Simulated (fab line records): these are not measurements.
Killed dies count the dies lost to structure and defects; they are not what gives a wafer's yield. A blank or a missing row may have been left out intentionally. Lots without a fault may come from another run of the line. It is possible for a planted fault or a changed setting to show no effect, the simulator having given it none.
Chamber matching | flow nand-harc | 4 sister chambers for NHARC_A_CHANNEL_FILL_D1_ALD_16 on ald-hk-03
The step deposits SiO2, target thk 1.5 nm, pulse time 10 s, ald cycles 15. 4 wafers are shown with their chamber, then 7 later ones without.

## WAFERS PAIRED WITH THEIR CHAMBERS
wafer  | chamber | heater-power-w (W)
L080.2 | 3       | 471
L080.4 | 2       | 457
L091.1 | 0       | 441
L091.3 | 1       | 425

## WAFERS WHOSE CHAMBER IS MISSING
wafer  | heater-power-w (W)
L091.6 | 437
L092.1 | 471
L092.2 | 440
L092.3 | 468
L092.4 | 441
L092.5 | 472
L092.6 | 436

## EACH ONE'S CHAMBER
wafer  | from the rows above | in truth
L091.6 | 0                   | 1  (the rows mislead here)
L092.1 | 3                   | 3
L092.2 | 0                   | 0
L092.3 | 3                   | 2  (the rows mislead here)
L092.4 | 0                   | 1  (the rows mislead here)
L092.5 | 3                   | 3
L092.6 | 0                   | 0
4 of 7 placed correctly. Can't be placed from these rows: 0. 3 placed wrongly.
How it was worked out, from the rows above alone: a wafer's distance from a chamber is the root of the sum, over the readings, of the square of ((its reading less the chamber's mean) divided by the reading's scatter). The wafer belongs to the nearest chamber; if the next one is less than 2 further off, it can't be placed. A chamber's mean is the mean of its shown wafers. The scatter: with one shown wafer a chamber, the root of the mean of the squares of how far each hidden wafer lies from its nearest shown one.
